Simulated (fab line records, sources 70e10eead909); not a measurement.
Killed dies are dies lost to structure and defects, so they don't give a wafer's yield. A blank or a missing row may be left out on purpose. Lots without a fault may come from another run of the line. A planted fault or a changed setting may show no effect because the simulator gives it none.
Which tool did it? | flow nand_harc | 12 lots, 36 wafers sampled, at 6 steps of a route of 1159

WHAT THE GAUGES READ, wafer by wafer
NHARC_A_CONTACT_CD_MEAS_08: target cd 100 nm.
lot  | measured     | on        | cd_nm (nm)
L074 | day 16 22:24 | cd_sem-02 | 100.7 99.7 100.0
L077 | day 17 09:39 | cd_sem-03 | 100.3 99.8 99.5
L078 | day 17 21:26 | cd_sem-01 | 100.5 100.9 101.0
L081 | day 18 13:55 | cd_sem-02 | 101.2 101.0 100.4
L084 | day 19 06:16 | cd_sem-02 | 99.5 100.4 99.7
L088 | day 19 16:46 | cd_sem-03 | 100.4 101.6 100.3
L086 | day 19 21:59 | cd_sem-03 | 100.4 99.7 100.0
L085 | day 20 06:52 | cd_sem-03 | 100.5 99.9 100.2
L090 | day 20 20:22 | cd_sem-02 | 101.2 101.8 100.6
L092 | day 21 13:19 | cd_sem-01 | 100.2 100.0 101.4
L097 | day 22 14:22 | cd_sem-03 | 100.1 100.1 100.2
L096 | day 23 11:45 | cd_sem-02 | 99.9 100.1 101.0

WHICH TOOL RAN EACH LOT (tool, then ch and the chambers of the sampled wafers, then the start)
lot  | NHARC_A_CONTACT_ETCH_118             | NHARC_A_CONTACT_DEP_57        | NHARC_A_CONTACT_ETCH_77                       | NHARC_A_CONTACT_ETCH_128             | NHARC_A_CONTACT_ETCH_132
L074 | har_cap_etch-03 ch 0,1, day 16 09:41 | acl_dep-01 ch 0, day 16 14:04 | rie_diel-08 ch 0,2, day 16 17:53 or earlier   | har_cap_etch-03 ch 0,1, day 16 17:53 | har_cap_etch-03 ch 0,1, day 16 18:27
L077 | har_cap_etch-03 ch 1, day 16 22:03   | acl_dep-03 ch 0, day 17 00:23 | rie_diel-04 ch 0,2,3, day 17 05:11 or earlier | har_cap_etch-02 ch 0,1, day 17 05:11 | har_cap_etch-02 ch 0,1, day 17 05:46
L078 | har_cap_etch-03 ch 0,1, day 17 08:10 | acl_dep-02 ch 0, day 17 10:58 | rie_diel-04 ch 1,2,3, day 17 15:23 or earlier | har_cap_etch-01 ch 0,1, day 17 15:23 | har_cap_etch-01 ch 0,1, day 17 15:57
L081 | har_cap_etch-03 ch 0,1, day 18 00:38 | acl_dep-02 ch 0, day 18 04:01 | rie_diel-06 ch 0,1, day 18 09:28 or earlier   | har_cap_etch-01 ch 0,1, day 18 09:28 | har_cap_etch-01 ch 0,1, day 18 10:01
L084 | har_cap_etch-01 ch 0,1, day 18 17:42 | acl_dep-02 ch 0, day 18 20:58 | rie_diel-06 ch 0,1,2, day 19 01:31 or earlier | har_cap_etch-01 ch 0,1, day 19 01:31 | har_cap_etch-01 ch 0,1, day 19 02:05
L088 | har_cap_etch-02 ch 1, day 19 04:15   | acl_dep-01 ch 0, day 19 06:49 | rie_diel-06 ch 2,3, day 19 11:41 or earlier   | har_cap_etch-02 ch 1, day 19 11:41   | har_cap_etch-02 ch 1, day 19 12:15
L086 | har_cap_etch-01 ch 0,1, day 19 09:17 | acl_dep-02 ch 0, day 19 11:46 | rie_diel-08 ch 0,1,2, day 19 16:01 or earlier | har_cap_etch-01 ch 0,1, day 19 16:01 | har_cap_etch-01 ch 0,1, day 19 16:34
L085 | har_cap_etch-03 ch 0,1, day 19 18:47 | acl_dep-03 ch 0, day 19 21:28 | rie_diel-06 ch 0,2,3, day 20 02:08 or earlier | har_cap_etch-01 ch 0,1, day 20 02:08 | har_cap_etch-01 ch 0,1, day 20 02:42
L090 | har_cap_etch-01 ch 0,1, day 20 06:42 | acl_dep-03 ch 0, day 20 10:44 | rie_diel-06 ch 1,3, day 20 15:17 or earlier   | har_cap_etch-03 ch 0, day 20 15:17   | har_cap_etch-03 ch 0, day 20 16:03
L092 | har_cap_etch-03 ch 0,1, day 20 20:16 | acl_dep-02 ch 0, day 21 01:59 | rie_diel-04 ch 1,2, day 21 05:59 or earlier   | har_cap_etch-03 ch 0,1, day 21 05:59 | har_cap_etch-03 ch 0,1, day 21 06:34
L097 | har_cap_etch-03 ch 0,1, day 22 00:42 | acl_dep-01 ch 0, day 22 04:11 | rie_diel-08 ch 2,3, day 22 08:49 or earlier   | har_cap_etch-02 ch 0,1, day 22 08:49 | har_cap_etch-02 ch 0,1, day 22 09:22
L096 | har_cap_etch-02 ch 0,1, day 22 19:40 | acl_dep-02 ch 0, day 23 01:44 | rie_diel-08 ch 0,1,2, day 23 05:49 or earlier | har_cap_etch-02 ch 0,1, day 23 05:49 | har_cap_etch-02 ch 0,1, day 23 06:23
- NHARC_A_CONTACT_ETCH_118: etches the open film in C4F8/O2/Ar, time 94 s, target depth 922 nm.
- NHARC_A_CONTACT_DEP_57: deposits aC, target thk 2800 nm.
- NHARC_A_CONTACT_ETCH_77: etches the open film in CF4/CHF3, target depth 72.6 nm, time 36.3 s.
- NHARC_A_CONTACT_ETCH_128: etches the open film in C4F8/O2/Ar, time 155 s, target depth 956 nm.
- NHARC_A_CONTACT_ETCH_132: etches the open film in C4F8/O2/Ar, time 156 s, target depth 958 nm.

THE ANSWER, worked out from the rows above alone
Rule: what is usual is taken from the lots themselves. Put in order of their means at a reading, lots are off if they are a third of the lots or fewer, leave a main group of 4 or more, and stand apart from it by a gap of 3 or more times the standard deviation of the main group's means; of several such gaps the widest counts. A main group whose means are all the same, to the digits that the tables above print for the reading, isn't used. A lot without any number at a reading at which 4 lots or more have one is off too. The other lots that the step has rows for count as sound.
No lot is off at any reading shown: from this, nothing can be told.

WHAT THE SIMULATOR HAD PUT IN
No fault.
